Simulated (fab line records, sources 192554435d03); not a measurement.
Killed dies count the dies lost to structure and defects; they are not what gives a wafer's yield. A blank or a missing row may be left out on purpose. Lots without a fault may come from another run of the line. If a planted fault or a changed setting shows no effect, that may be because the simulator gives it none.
fab line records	flow n5_finfet
[record] lots = 24	wafers = 72	last_day = 17
route steps=1938 shown BEOL_M3@991 BEOL_M4@1064
lots with no fault: from the same line, run without faults
start_h: start of the lot's first displayed wafer, in hours after the record's first day	wait_h: hours elapsed since this lot's preceding step	" identical to the entry in the row above	L1.1+2: one row covering several wafers at once	- no value present, or no start provided	* or withheld: withheld	< > ~ a bound
route shown NAME@n: NAME is a module with steps in the file, n the number in the route of the first one	usual: average and standard deviation across the fault-free wafers	same: alike in all rows	chamber/n: place in a boat	sites: readings site by site	_std_site: their standard deviation	_edge_site: outer sites' mean less inner sites'	radius_mm: for every site, how far away it sits from the centre of the wafer	mask NAME#n: copy n	behind: the most recent tool/chamber to have shaped the wafer	hold: reason for holding the lot/hours on hold/outcome of the hold	device: transistor that didn't switch, given as n, p or np	end of line: tests run on the same wafers once the route is complete	where a step has no rows: the recipe by itself	killed: the dies lost at the first sort to structure and to defects; this is not the yield of the wafer	map: the dies of a wafer, with x for killed, . for not killed, _ for no die there
set.NAME: the setting that was run; set.NAME@STEP: the one run at that earlier step	model.NAME: the simulator's own value behind a step, which no gauge read
a sample of lots followed through the steps of the route, with each step as a table and each wafer as a row
services: the hour from which a tool's chamber was out of use, counted from the record's first day as start_h (under 0 if before that day), plus the number of hours and why
[[steps]]
[step N5_BEOL_M3_ALD_84]
[recipe] material = TaN	target_thk_a = *	temp_c = 275	ald_precursor_family = PDMAT	ald_co_reactant = NH3	pressure_torr = 3	carrier_flow_sccm = 1500	pulse_time_s = 2	purge_time_s = 3	co_reactant_purge_time_s = 2	co_reactant_pulse_time_s = 3	ald_cycles = 30	precursor_vessel_temp_c = 75	precursor_vessel_pressure_torr = 26.25	precursor_vessel_carrier_sccm = 1000
[usual] heater_power_w = 396/30
[same] ald_cycles = 30	purge_time_s = 3
lot.wafer	tool	chamber	start_h	wait_h	heater_power_w
L076.1	ald_metal-01	2	157.89	0.0	366
L076.3	"	1	"	"	375
L076.5	"	3	"	"	382
L074.2	ald_metal-04	2	158.08	0.2	383
L074.3	"	0	"	"	425
L074.5	"	0	"	"	430
L075.1	ald_metal-04	0	162.88	0.0	423
L075.3	"	1	"	"	434
L075.5	"	0	"	"	422
L077.1	ald_metal-01	1	170.87	0.1	377
L077.3	"	2	"	"	367
L077.6	"	3	"	"	376
L078.1	ald_metal-01	2	179.50	0.0	364
L078.3	"	1	"	"	372
L078.6	"	0	"	"	396
L079.1	ald_metal-04	3	190.48	0.0	435
L079.3	"	1	"	"	426
L079.6	"	3	"	"	441
L081.2	ald_metal-01	3	190.56	0.0	372
L081.3	"	0	"	"	390
L081.5	"	2	"	"	364
L080.1	ald_metal-04	1	190.69	0.1	438
L080.3	"	2	"	"	392
L080.5	"	2	"	"	377
L082.1	ald_metal-01	0	213.80	0.2	400
L082.2	"	3	"	"	379
L082.3	"	1	"	"	371
L084.2	ald_metal-04	3	217.89	0.1	447
L084.3	"	0	"	"	428
L084.5	"	3	"	"	452
L083.2	ald_metal-01	1	218.10	0.2	375
L083.4	"	0	"	"	394
L083.5	"	3	"	"	388
L085.3	ald_metal-01	1	220.89	0.0	373
L085.4	"	0	"	"	398
L085.6	"	0	"	"	396
L086.1	ald_metal-01	0	224.07	0.0	402
L086.3	"	3	"	"	388
L086.4	"	1	"	"	372
L087.1	ald_metal-04	1	232.00	0.0	420
L087.3	"	3	"	"	429
L087.6	"	1	"	"	419
L088.1	ald_metal-02	3	235.89	0.0	443
L088.3	"	0	"	"	359
L088.5	"	2	"	"	406
L089.4	ald_metal-01	2	241.77	0.0	363
L089.5	"	2	"	"	358
L089.6	"	1	"	"	381
L090.1	ald_metal-04	2	241.77	0.0	394
L090.2	"	3	"	"	439
L090.5	"	3	"	"	446
L091.2	ald_metal-02	3	246.98	0.0	428
L091.3	"	1	"	"	334
L091.4	"	2	"	"	399
L093.2	ald_metal-02	3	269.42	0.0	431
L093.4	"	0	"	"	356
L093.5	"	1	"	"	345
L092.2	ald_metal-01	2	270.07	0.2	350
L092.5	"	3	"	"	363
L092.6	"	0	"	"	395
L095.1	ald_metal-04	2	277.27	0.1	394
L095.3	"	1	"	"	430
L095.4	"	3	"	"	439
L094.1	ald_metal-04	3	282.16	0.1	445
L094.4	"	1	"	"	431
L094.6	"	1	"	"	436
L096.1	ald_metal-04	1	284.15	0.0	421
L096.3	"	3	"	"	452
L096.4	"	2	"	"	383
L097.2	ald_metal-01	2	284.43	0.0	365
L097.5	"	0	"	"	385
L097.6	"	3	"	"	378
[step N5_BEOL_M3_ANNEAL_87]
[recipe] temp_c = 400	time_s = 240	ambient = vacuum
[usual] heater_power_w = 854/130
lot.wafer	tool	chamber	start_h	wait_h	heater_power_w
L076.1	pvd_sputter-01	-	159.08	0.0	819
L076.3	"	-	"	"	795
L076.5	"	-	"	"	803
L074.2	pvd_sputter-02	-	160.90	0.0	792
L074.3	"	-	"	"	931
L074.5	"	-	"	"	599
L075.1	pvd_sputter-02	-	164.20	0.0	593
L075.3	"	-	"	"	808
L075.5	"	-	"	"	609
L077.1	pvd_sputter-02	-	172.18	0.0	606
L077.3	"	-	"	"	1051
L077.6	"	-	"	"	779
L078.1	pvd_sputter-03	-	180.76	0.0	840
L078.3	"	-	"	"	1058
L078.6	"	-	"	"	830
L079.1	pvd_sputter-03	-	191.78	0.0	851
L079.3	"	-	"	"	1057
L079.6	"	-	"	"	859
L081.2	pvd_sputter-02	-	191.92	0.0	795
L081.3	"	-	"	"	606
L081.5	"	-	"	"	957
L080.1	pvd_sputter-03	-	193.66	0.0	664
L080.3	"	-	"	"	844
L080.5	"	-	"	"	836
L082.1	pvd_sputter-02	-	215.17	0.0	596
L082.2	"	-	"	"	816
L082.3	"	-	"	"	962
L084.2	pvd_sputter-02	-	219.11	0.0	930
L084.3	"	-	"	"	1022
L084.5	"	-	"	"	1040
L083.2	pvd_sputter-01	-	219.51	0.0	798
L083.4	"	-	"	"	840
L083.5	"	-	"	"	815
L085.3	pvd_sputter-01	-	222.09	0.0	789
L085.4	"	-	"	"	814
L085.6	"	-	"	"	853
L086.1	pvd_sputter-03	-	225.42	0.0	675
L086.3	"	-	"	"	1090
L086.4	"	-	"	"	835
L087.1	pvd_sputter-01	-	233.45	0.0	919
L087.3	"	-	"	"	821
L087.6	"	-	"	"	809
L088.1	pvd_sputter-03	-	237.26	0.0	887
L088.3	"	-	"	"	666
L088.5	"	-	"	"	698
L089.4	pvd_sputter-01	-	243.08	0.0	827
L089.5	"	-	"	"	936
L089.6	"	-	"	"	777
L090.1	pvd_sputter-02	-	243.19	0.0	788
L090.2	"	-	"	"	1051
L090.5	"	-	"	"	599
L091.2	pvd_sputter-03	-	248.41	0.0	1094
L091.3	"	-	"	"	901
L091.4	"	-	"	"	675
L093.2	pvd_sputter-03	-	270.81	0.0	1111
L093.4	"	-	"	"	676
L093.5	"	-	"	"	881
L092.2	pvd_sputter-01	-	273.09	0.0	820
L092.5	"	-	"	"	850
L092.6	"	-	"	"	809
L095.1	pvd_sputter-01	-	279.53	0.0	794
L095.3	"	-	"	"	957
L095.4	"	-	"	"	789
L094.1	pvd_sputter-02	-	283.42	0.0	1048
L094.4	"	-	"	"	965
L094.6	"	-	"	"	596
L096.1	pvd_sputter-01	-	285.48	0.0	839
L096.3	"	-	"	"	803
L096.4	"	-	"	"	947
L097.2	pvd_sputter-02	-	285.67	0.0	608
L097.5	"	-	"	"	806
L097.6	"	-	"	"	1044
[step N5_BEOL_M3_SPUTTER_88]
[recipe] material = Cu	target_thk_a = 45	temp_c = -20	chamber_pressure_pa = 0.07	power_w = withheld	time_s = 8.29
[usual] chuck_gas_flow_sccm = 1.27/0.055	chuck_sensor_temp_C = -15.9/0.49	throttle_valve_pct = 30.6/1.3
lot.wafer	tool	chamber	start_h	wait_h	chuck_gas_flow_sccm	chuck_sensor_temp_C	throttle_valve_pct
L076.1	pvd_sputter-01	-	159.22	0.1	1.24	-16.4	28.1
L076.3	"	-	"	"	1.26	-15.7	30.9
L076.5	"	-	"	"	1.23	-15.7	30.6
L074.2	pvd_sputter-02	-	161.04	0.1	1.23	-16.4	32.8
L074.3	"	-	"	"	1.31	-15.5	30.9
L074.5	"	-	"	"	1.36	-16.1	31.9
L075.1	pvd_sputter-02	-	164.34	0.1	1.32	-16.2	31.9
L075.3	"	-	"	"	1.32	-16.5	32.6
L075.5	"	-	"	"	1.25	-16.0	32.0
L077.1	pvd_sputter-02	-	172.32	0.1	1.26	-16.2	32.1
L077.3	"	-	"	"	1.26	-16.5	30.9
L077.6	"	-	"	"	1.27	-16.7	32.8
L078.1	pvd_sputter-03	-	180.90	0.1	1.24	-16.2	27.8
L078.3	"	-	"	"	1.31	-15.9	30.8
L078.6	"	-	"	"	1.27	-16.0	28.2
L079.1	pvd_sputter-03	-	191.92	0.1	1.22	-15.9	27.9
L079.3	"	-	"	"	1.33	-15.8	30.8
L079.6	"	-	"	"	1.21	-15.0	30.9
L081.2	pvd_sputter-02	-	192.06	0.1	1.28	-16.6	32.7
L081.3	"	-	"	"	1.22	-16.2	31.6
L081.5	"	-	"	"	1.24	-15.5	30.9
L080.1	pvd_sputter-03	-	193.80	0.1	1.37	-16.0	31.0
L080.3	"	-	"	"	1.19	-16.0	27.6
L080.5	"	-	"	"	1.22	-16.0	27.8
L082.1	pvd_sputter-02	-	215.31	0.1	1.14	-16.0	31.9
L082.2	"	-	"	"	1.29	-16.5	32.8
L082.3	"	-	"	"	1.33	-15.4	31.0
L084.2	pvd_sputter-02	-	219.25	0.1	1.33	-15.6	30.9
L084.3	"	-	"	"	1.18	-16.5	30.8
L084.5	"	-	"	"	1.20	-16.3	31.0
L083.2	pvd_sputter-01	-	219.65	0.1	1.27	-16.3	27.9
L083.4	"	-	"	"	1.31	-16.1	30.5
L083.5	"	-	"	"	1.26	-15.5	30.9
L085.3	pvd_sputter-01	-	222.23	0.1	1.27	-16.5	28.1
L085.4	"	-	"	"	1.26	-15.5	30.7
L085.6	"	-	"	"	1.24	-16.1	30.8
L086.1	pvd_sputter-03	-	225.56	0.1	1.30	-16.0	30.6
L086.3	"	-	"	"	1.26	-15.8	30.7
L086.4	"	-	"	"	1.15	-16.0	27.9
L087.1	pvd_sputter-01	-	233.59	0.1	1.26	-14.9	30.4
L087.3	"	-	"	"	1.22	-16.7	28.0
L087.6	"	-	"	"	1.29	-16.0	30.7
L088.1	pvd_sputter-03	-	237.40	0.1	1.23	-15.1	30.8
L088.3	"	-	"	"	1.31	-15.8	30.7
L088.5	"	-	"	"	1.25	-16.1	30.8
L089.4	pvd_sputter-01	-	243.22	0.1	1.20	-16.2	30.6
L089.5	"	-	"	"	1.26	-15.0	30.1
L089.6	"	-	"	"	1.29	-15.5	30.7
L090.1	pvd_sputter-02	-	243.33	0.1	1.28	-16.5	32.7
L090.2	"	-	"	"	1.29	-16.5	31.0
L090.5	"	-	"	"	1.21	-16.2	31.9
L091.2	pvd_sputter-03	-	248.55	0.1	1.27	-16.1	31.0
L091.3	"	-	"	"	1.21	-15.3	31.1
L091.4	"	-	"	"	1.26	-16.0	31.0
L093.2	pvd_sputter-03	-	270.95	0.1	1.24	-16.0	30.9
L093.4	"	-	"	"	1.43	-16.0	30.9
L093.5	"	-	"	"	1.28	-15.1	31.2
L092.2	pvd_sputter-01	-	273.23	0.1	1.20	-15.7	30.5
L092.5	"	-	"	"	1.22	-15.9	30.8
L092.6	"	-	"	"	1.23	-15.7	30.7
L095.1	pvd_sputter-01	-	279.67	0.1	1.23	-16.2	28.2
L095.3	"	-	"	"	1.27	-15.1	30.3
L095.4	"	-	"	"	1.22	-15.7	30.4
L094.1	pvd_sputter-02	-	283.56	0.1	1.29	-16.3	30.8
L094.4	"	-	"	"	1.27	-15.5	30.7
L094.6	"	-	"	"	1.30	-16.3	32.0
L096.1	pvd_sputter-01	-	285.62	0.1	1.19	-16.0	30.7
L096.3	"	-	"	"	1.21	-15.7	30.9
L096.4	"	-	"	"	1.23	-15.0	30.4
L097.2	pvd_sputter-02	-	285.81	0.1	1.32	-16.1	31.8
L097.5	"	-	"	"	1.22	-16.4	32.7
L097.6	"	-	"	"	1.26	-16.5	30.7
[step N5_BEOL_M3_INSPECT_59]
[recipe] inspect_instrument = darkfield	mode = post_dep
[usual] raw_defect_count = 76/25
lot.wafer	tool	chamber	start_h	wait_h	raw_defect_count
L076.1	defect_inspect-02	-	161.17	0.0	78
L076.3	"	-	"	"	67
L076.5	"	-	"	"	63
L074.2	defect_inspect-01	-	163.01	0.0	58
L074.3	"	-	"	"	82
L074.5	"	-	"	"	82
L075.1	defect_inspect-02	-	166.33	0.0	89
L075.3	"	-	"	"	60
L075.5	"	-	"	"	49
L077.1	defect_inspect-02	-	174.92	0.0	64
L077.3	"	-	"	"	69
L077.6	"	-	"	"	38
L078.1	defect_inspect-01	-	182.85	0.0	48
L078.3	"	-	"	"	114
L078.6	"	-	"	"	103
L079.1	defect_inspect-01	-	193.87	0.0	69
L079.3	"	-	"	"	83
L079.6	"	-	"	"	70
L081.2	defect_inspect-01	-	194.02	0.0	66
L081.3	"	-	"	"	50
L081.5	"	-	"	"	56
L080.1	defect_inspect-01	-	195.75	0.0	59
L080.3	"	-	"	"	106
L080.5	"	-	"	"	82
L082.1	defect_inspect-01	-	217.28	0.0	142
L082.2	"	-	"	"	107
L082.3	"	-	"	"	96
L084.2	defect_inspect-01	-	221.21	0.0	59
L084.3	"	-	"	"	51
L084.5	"	-	"	"	87
L083.2	defect_inspect-01	-	221.60	0.0	57
L083.4	"	-	"	"	60
L083.5	"	-	"	"	71
L085.3	defect_inspect-01	-	224.36	0.0	60
L085.4	"	-	"	"	56
L085.6	"	-	"	"	57
L086.1	defect_inspect-01	-	227.52	0.0	85
L086.3	"	-	"	"	96
L086.4	"	-	"	"	94
L087.1	defect_inspect-01	-	235.54	0.0	94
L087.3	"	-	"	"	86
L087.6	"	-	"	"	107
L088.1	defect_inspect-01	-	239.46	0.0	56
L088.3	"	-	"	"	107
L088.5	"	-	"	"	138
L089.4	defect_inspect-01	-	245.19	0.0	132
L089.5	"	-	"	"	67
L089.6	"	-	"	"	64
L090.1	defect_inspect-01	-	245.45	0.0	142
L090.2	"	-	"	"	150
L090.5	"	-	"	"	77
L091.2	defect_inspect-02	-	250.55	0.0	56
L091.3	"	-	"	"	64
L091.4	"	-	"	"	95
L093.2	defect_inspect-02	-	272.93	0.0	93
L093.4	"	-	"	"	67
L093.5	"	-	"	"	93
L092.2	defect_inspect-02	-	275.45	0.0	47
L092.5	"	-	"	"	46
L092.6	"	-	"	"	47
L095.1	defect_inspect-02	-	281.78	0.2	63
L095.3	"	-	"	"	81
L095.4	"	-	"	"	60
L094.1	defect_inspect-02	-	285.65	0.0	86
L094.4	"	-	"	"	37
L094.6	"	-	"	"	94
L096.1	defect_inspect-02	-	287.62	0.0	40
L096.3	"	-	"	"	39
L096.4	"	-	"	"	46
L097.2	defect_inspect-02	-	287.90	0.0	51
L097.5	"	-	"	"	79
L097.6	"	-	"	"	38
[step N5_BEOL_M4_ETCH_70]
[recipe] chemistry = N2/H2	target = SOC	target_depth_a = 800	overetch_a = 240	mask_material = SiARC	temp_c = 40	time_s = 130	ion_energy_ev = 200	pressure_mtorr = 30	source_w = 840	bias_w = 150	n2_flow_sccm = 200	h2_flow_sccm = 200
[usual] chamber_pressure_mTorr = 30.003/0.028	drypump_motor_current_A = 5.6/0.6	oes_product_au = 0.61/0.069	rf_vpp_V = 524.9/2.7	showerhead_plenum_p_Torr = 2.58/0.096	throttle_valve_pct = 17.83/0.22
lot.wafer	tool	chamber	start_h	wait_h	chamber_pressure_mTorr	drypump_motor_current_A	oes_product_au	rf_hours_counter_h	rf_vpp_V	showerhead_plenum_p_Torr	throttle_valve_pct
L076.1	rie_diel-05	1	164.58	0.0	29.981	5.3	0.50	248	519.9	2.40	18.31
L076.3	"	2	"	"	29.972	5.3	0.65	42	525.5	2.58	17.36
L076.5	"	1	"	"	30.027	5.4	0.50	-	519.4	2.40	18.31
L074.2	rie_diel-04	3	173.11	0.0	29.985	6.2	0.57	122	520.9	2.45	18.15
L074.3	"	1	"	"	30.079	5.9	0.51	235	526.4	2.60	18.34
L074.5	"	0	"	"	30.029	6.7	0.55	-	525.5	2.64	17.84
L075.1	rie_diel-06	3	173.32	0.0	30.004	5.9	0.59	94	522.5	2.57	17.79
L075.3	"	2	"	"	30.041	5.1	0.58	87	528.3	2.69	17.65
L075.5	"	3	"	"	30.011	5.9	0.58	-	523.8	2.57	17.78
L077.1	rie_diel-05	3	192.80	0.0	30.034	6.4	0.68	14	525.6	2.61	17.67
L077.3	"	0	"	"	29.983	4.8	0.50	247	519.3	2.40	18.07
L077.6	"	3	"	"	30.039	6.3	0.68	-	526.1	2.61	17.67
L078.1	rie_diel-06	1	195.91	0.0	30.025	4.8	0.52	212	523.0	2.50	17.88
L078.3	"	3	"	"	29.961	5.9	0.58	102	525.8	2.57	17.79
L078.6	"	3	"	"	29.972	5.9	0.57	-	523.2	2.57	17.78
L081.2	rie_diel-04	1	199.18	0.0	30.036	5.9	0.51	245	524.9	2.60	18.37
L081.3	"	3	"	"	29.978	6.2	0.56	132	520.8	2.44	18.16
L081.5	"	3	"	"	29.991	6.2	0.56	-	521.0	2.44	18.14
L079.1	rie_diel-05	3	199.22	0.0	29.992	6.3	0.68	17	524.1	2.61	17.71
L079.3	"	2	"	"	30.000	5.3	0.62	55	524.7	2.58	17.41
L079.6	"	3	"	"	30.029	6.3	0.67	-	524.8	2.61	17.70
L080.1	rie_diel-06	3	199.66	0.0	30.024	5.8	0.59	104	525.0	2.57	17.79
L080.3	"	1	"	"	30.061	4.8	0.52	215	523.1	2.50	17.89
L080.5	"	3	"	"	30.058	5.9	0.58	-	526.4	2.57	17.80
L082.1	rie_diel-04	3	220.09	0.0	29.967	6.2	0.56	139	520.8	2.44	18.17
L082.2	"	0	"	"	29.979	6.7	0.53	199	528.1	2.63	17.90
L082.3	"	2	"	"	30.016	5.7	0.69	14	522.3	2.48	17.63
L084.2	rie_diel-05	1	226.03	0.0	29.990	5.3	0.67	15	529.1	2.71	17.92
L084.3	"	2	"	"	29.934	5.3	0.61	66	526.1	2.57	17.43
L084.5	"	0	"	"	30.002	4.8	0.72	-	528.8	2.72	17.72
L083.2	rie_diel-05	0	226.45	0.0	30.003	4.8	0.72	5	528.9	2.72	17.71
L083.4	"	3	"	"	29.981	6.3	0.66	28	524.4	2.61	17.72
L083.5	"	0	"	"	29.968	4.8	0.71	-	529.6	2.72	17.72
L085.3	rie_diel-04	2	226.82	0.0	29.999	5.6	0.68	17	523.4	2.48	17.62
L085.4	"	3	"	"	30.003	6.2	0.56	-	523.2	2.44	18.17
L085.6	"	2	"	"	30.017	5.7	0.69	-	522.1	2.48	17.63
L086.1	rie_diel-05	1	232.03	0.0	29.962	5.3	0.67	17	527.6	2.71	17.92
L086.3	"	2	"	"	30.028	5.3	0.61	68	526.0	2.57	17.43
L086.4	"	0	"	"	30.040	4.8	0.71	7	530.3	2.72	17.71
L087.1	rie_diel-05	0	241.47	0.0	30.026	4.8	0.71	10	527.9	2.71	17.71
L087.3	"	2	"	"	29.987	5.3	0.62	71	523.9	2.57	17.44
L087.6	"	0	"	"	30.016	4.8	0.70	-	528.1	2.71	17.70
L089.4	rie_diel-05	1	248.85	0.0	30.000	5.3	0.66	-	528.1	2.71	17.93
L089.5	"	2	"	"	30.063	5.3	0.60	-	523.8	2.57	17.44
L089.6	"	0	"	"	29.965	4.8	0.70	-	527.7	2.71	17.72
L088.1	rie_diel-06	2	249.72	0.0	30.010	5.1	0.56	115	526.7	2.68	17.71
L088.3	"	3	"	"	29.972	5.9	0.57	123	523.5	2.56	17.83
L088.5	"	0	"	"	30.004	6.2	0.70	-	523.0	2.51	17.81
L090.1	rie_diel-06	3	250.35	0.0	29.961	5.9	0.56	123	522.8	2.56	17.83
L090.2	"	2	"	"	30.025	5.1	0.56	115	527.6	2.68	17.70
L090.5	"	3	"	"	29.993	5.9	0.57	-	523.6	2.56	17.82
L091.2	rie_diel-05	2	255.59	0.0	30.000	5.3	0.61	79	524.0	2.57	17.45
L091.3	"	0	"	"	30.032	4.8	0.69	17	527.2	2.71	17.74
L091.4	"	0	"	"	30.032	4.8	0.69	-	529.8	2.71	17.74
L093.2	rie_diel-05	1	280.11	0.0	30.009	5.3	0.65	38	526.3	2.70	17.99
L093.4	"	2	"	"	29.968	5.3	0.60	-	525.0	2.56	17.45
L093.5	"	0	"	"	30.015	4.8	0.67	-	527.5	2.71	17.75
L092.2	rie_diel-04	1	280.15	0.0	29.988	5.9	0.68	14	526.0	2.59	17.91
L092.5	"	2	"	"	29.961	5.7	0.66	-	522.1	2.47	17.67
L092.6	"	1	"	"	30.013	5.9	0.68	-	524.4	2.59	17.90
L095.1	rie_diel-04	0	286.46	0.0	29.977	6.7	0.52	223	524.7	2.62	17.92
L095.3	"	1	"	"	30.021	5.9	0.68	17	524.3	2.59	17.88
L095.4	"	2	"	"	29.991	5.7	0.65	40	523.0	2.47	17.67
L094.1	rie_diel-04	2	288.81	0.0	30.042	5.7	0.65	41	523.7	2.47	17.70
L094.4	"	3	"	"	30.012	6.2	0.54	164	520.2	2.43	18.21
L094.6	"	1	"	"	30.045	5.9	0.67	-	526.0	2.59	17.90
L096.1	rie_diel-04	0	294.04	0.0	29.988	6.7	0.52	225	527.1	2.62	17.92
L096.3	"	2	"	"	30.017	5.6	0.64	42	521.6	2.47	17.67
L096.4	"	1	"	"	30.004	5.9	0.68	19	526.3	2.59	17.89
L097.2	rie_diel-06	1	294.18	0.0	30.011	4.8	0.50	248	523.4	2.49	17.94
L097.5	"	3	"	"	30.026	5.8	0.55	-	523.8	2.55	17.85
L097.6	"	2	"	"	29.977	5.1	0.56	-	526.3	2.67	17.73
[step N5_BEOL_M4_TRENCH_ETCH_37]
[recipe] chemistry = C4F6/O2	target_depth_a = 555.55	target = SiOC	time_s = 29.2	ion_energy_ev = 250	pressure_mtorr = 30	source_w = 355	bias_w = 185	Ar_flow_sccm = 300	C4F6_flow_sccm = 10	O2_flow_sccm = 10
[usual] chamber_pressure_mTorr = 30.001/0.028	drypump_motor_current_A = 5.6/0.6	oes_product_au = 0.83/0.1	rf_vpp_V = 677/16	showerhead_plenum_p_Torr = 2.89/0.11	throttle_valve_pct = 20.86/0.29
lot.wafer	tool	chamber	start_h	wait_h	chamber_pressure_mTorr	drypump_motor_current_A	oes_product_au	rf_hours_counter_h	rf_vpp_V	showerhead_plenum_p_Torr	throttle_valve_pct
L076.1	rie_diel-05	1	-	-	29.989	5.3	0.68	248	667	2.67	21.17
L076.3	"	2	"	"	29.985	5.3	0.87	42	661	2.85	20.24
L076.5	"	1	"	"	29.948	5.3	0.67	-	666	2.67	21.16
L074.2	rie_diel-04	3	-	-	29.948	6.2	0.77	122	682	2.78	21.30
L074.3	"	1	"	"	29.991	5.9	0.70	235	651	2.94	21.56
L074.5	"	0	"	"	30.050	6.7	0.73	-	696	2.95	20.85
L075.1	rie_diel-06	3	-	-	30.017	5.9	0.80	94	694	2.86	20.75
L075.3	"	2	"	"	30.001	5.1	0.78	87	688	3.03	20.77
L075.5	"	3	"	"	29.991	5.9	0.80	-	694	2.86	20.76
L077.1	rie_diel-05	3	-	-	29.974	6.3	0.94	14	686	2.90	20.69
L077.3	"	0	"	"	30.068	4.8	0.68	247	669	2.71	21.19
L077.6	"	3	"	"	30.016	6.3	0.94	-	688	2.90	20.68
L078.1	rie_diel-06	1	-	-	29.967	4.8	0.69	213	643	2.80	20.90
L078.3	"	3	"	"	29.985	5.9	0.79	102	695	2.85	20.77
L078.6	"	3	"	"	30.015	5.9	0.79	-	694	2.85	20.79
L081.2	rie_diel-04	1	-	-	29.951	5.9	0.70	246	652	2.93	21.59
L081.3	"	3	"	"	29.997	6.2	0.76	132	683	2.77	21.31
L081.5	"	3	"	"	29.950	6.2	0.77	-	683	2.77	21.31
L079.1	rie_diel-05	3	-	-	29.965	6.3	0.93	17	687	2.90	20.69
L079.3	"	2	"	"	29.966	5.3	0.85	55	661	2.84	20.29
L079.6	"	3	"	"	30.065	6.3	0.94	-	689	2.90	20.68
L080.1	rie_diel-06	3	-	-	30.000	5.9	0.80	105	696	2.85	20.77
L080.3	"	1	"	"	30.008	4.8	0.69	215	642	2.80	20.89
L080.5	"	3	"	"	29.984	5.9	0.78	-	695	2.85	20.75
L082.1	rie_diel-04	3	-	-	30.045	6.2	0.76	139	683	2.77	21.32
L082.2	"	0	"	"	30.012	6.7	0.74	199	696	2.94	20.87
L082.3	"	2	"	"	29.976	5.7	0.94	14	688	2.75	20.54
L084.2	rie_diel-05	1	-	-	30.002	5.3	0.94	15	677	3.00	20.84
L084.3	"	2	"	"	30.018	5.3	0.85	66	662	2.84	20.29
L084.5	"	0	"	"	29.978	4.8	1.02	-	681	3.05	20.92
L083.2	rie_diel-05	0	-	-	30.044	4.8	1.00	5	680	3.05	20.92
L083.4	"	3	"	"	30.002	6.3	0.91	28	688	2.89	20.68
L083.5	"	0	"	"	29.967	4.8	1.00	-	680	3.05	20.90
L085.3	rie_diel-04	2	-	-	29.985	5.7	0.92	18	687	2.75	20.55
L085.4	"	3	"	"	29.972	6.2	0.75	-	684	2.77	21.32
L085.6	"	2	"	"	29.970	5.7	0.94	-	690	2.75	20.55
L086.1	rie_diel-05	1	-	-	30.029	5.3	0.92	17	676	3.00	20.85
L086.3	"	2	"	"	30.012	5.3	0.83	68	661	2.84	20.29
L086.4	"	0	"	"	30.028	4.8	0.99	7	680	3.05	20.92
L087.1	rie_diel-05	0	-	-	29.983	4.8	0.99	10	683	3.05	20.92
L087.3	"	2	"	"	30.009	5.3	0.83	71	662	2.84	20.29
L087.6	"	0	"	"	29.954	4.8	0.99	-	680	3.05	20.92
L089.4	rie_diel-05	1	-	-	30.025	5.3	0.90	-	677	3.00	20.85
L089.5	"	2	"	"	30.025	5.3	0.82	-	661	2.84	20.31
L089.6	"	0	"	"	29.979	4.8	0.97	-	681	3.05	20.91
L088.1	rie_diel-06	2	-	-	30.025	5.1	0.76	115	688	3.02	20.78
L088.3	"	3	"	"	30.026	5.9	0.78	123	694	2.84	20.81
L088.5	"	0	"	"	29.982	6.3	0.96	-	651	2.78	20.80
L090.1	rie_diel-06	3	-	-	29.985	5.9	0.77	123	693	2.84	20.80
L090.2	"	2	"	"	29.975	5.1	0.76	115	688	3.01	20.78
L090.5	"	3	"	"	30.022	5.9	0.77	-	693	2.85	20.81
L091.2	rie_diel-05	2	-	-	30.033	5.3	0.82	79	662	2.83	20.30
L091.3	"	0	"	"	30.021	4.8	0.96	17	681	3.04	20.91
L091.4	"	0	"	"	30.008	4.8	0.97	-	680	3.04	20.92
L093.2	rie_diel-05	1	-	-	29.968	5.4	0.89	38	677	2.99	20.85
L093.4	"	2	"	"	29.974	5.3	0.83	-	662	2.83	20.32
L093.5	"	0	"	"	30.006	4.8	0.95	-	682	3.04	20.94
L092.2	rie_diel-04	1	-	-	29.982	5.9	0.93	14	650	2.92	21.18
L092.5	"	2	"	"	29.997	5.7	0.89	-	687	2.74	20.59
L092.6	"	1	"	"	29.996	5.9	0.94	-	650	2.92	21.19
L095.1	rie_diel-04	0	-	-	29.990	6.7	0.71	223	696	2.93	20.90
L095.3	"	1	"	"	29.999	5.9	0.93	17	651	2.92	21.20
L095.4	"	2	"	"	30.019	5.7	0.89	40	688	2.74	20.59
L094.1	rie_diel-04	2	-	-	29.992	5.7	0.88	41	688	2.74	20.59
L094.4	"	3	"	"	29.972	6.2	0.73	164	684	2.76	21.36
L094.6	"	1	"	"	30.002	5.9	0.92	-	649	2.92	21.18
L096.1	rie_diel-04	0	-	-	30.006	6.7	0.71	225	696	2.93	20.91
L096.3	"	2	"	"	29.989	5.7	0.88	42	689	2.74	20.59
L096.4	"	1	"	"	29.959	5.9	0.93	19	650	2.92	21.18
L097.2	rie_diel-06	1	-	-	29.981	4.8	0.67	248	643	2.78	20.95
L097.5	"	3	"	"	29.937	5.9	0.76	-	695	2.84	20.83
L097.6	"	2	"	"	30.018	5.1	0.75	-	687	3.01	20.83
[[services]]
tool	chamber	start_h	hours	kind
rie_diel-04	0	138.65	5.3	repair
pvd_sputter-01	-	141.51	3.1	repair
rie_diel-06	0	147.08	5.7	repair
pvd_sputter-01	-	151.78	1.0	repair
rie_diel-04	2	159.67	-	clean
rie_diel-05	1	170.15	-	clean
rie_diel-05	1	170.15	-	consumable_replace:focus_ring
rie_diel-05	1	170.15	-	consumable_replace:showerhead
rie_diel-05	1	170.15	17.4	scheduled_down
rie_diel-05	1	170.15	17.4	vent_cycle
ald_metal-02	-	185.64	8.7	pm
pvd_sputter-01	-	194.09	0.8	repair
rie_diel-05	0	200.40	-	clean
rie_diel-05	0	200.40	-	consumable_replace:focus_ring
rie_diel-05	0	200.40	-	consumable_replace:showerhead
rie_diel-05	0	200.40	14.8	scheduled_down
rie_diel-05	0	200.40	14.8	vent_cycle
ald_metal-04	0	204.36	3.7	repair
ald_metal-04	-	213.20	1.4	repair
ald_metal-04	1	218.46	9.2	repair
rie_diel-04	1	235.62	8.8	repair
rie_diel-05	3	239.05	115.1	repair
ald_metal-02	3	258.02	4.0	repair
ald_metal-02	-	277.69	2.8	pm
[[key]]
fault none
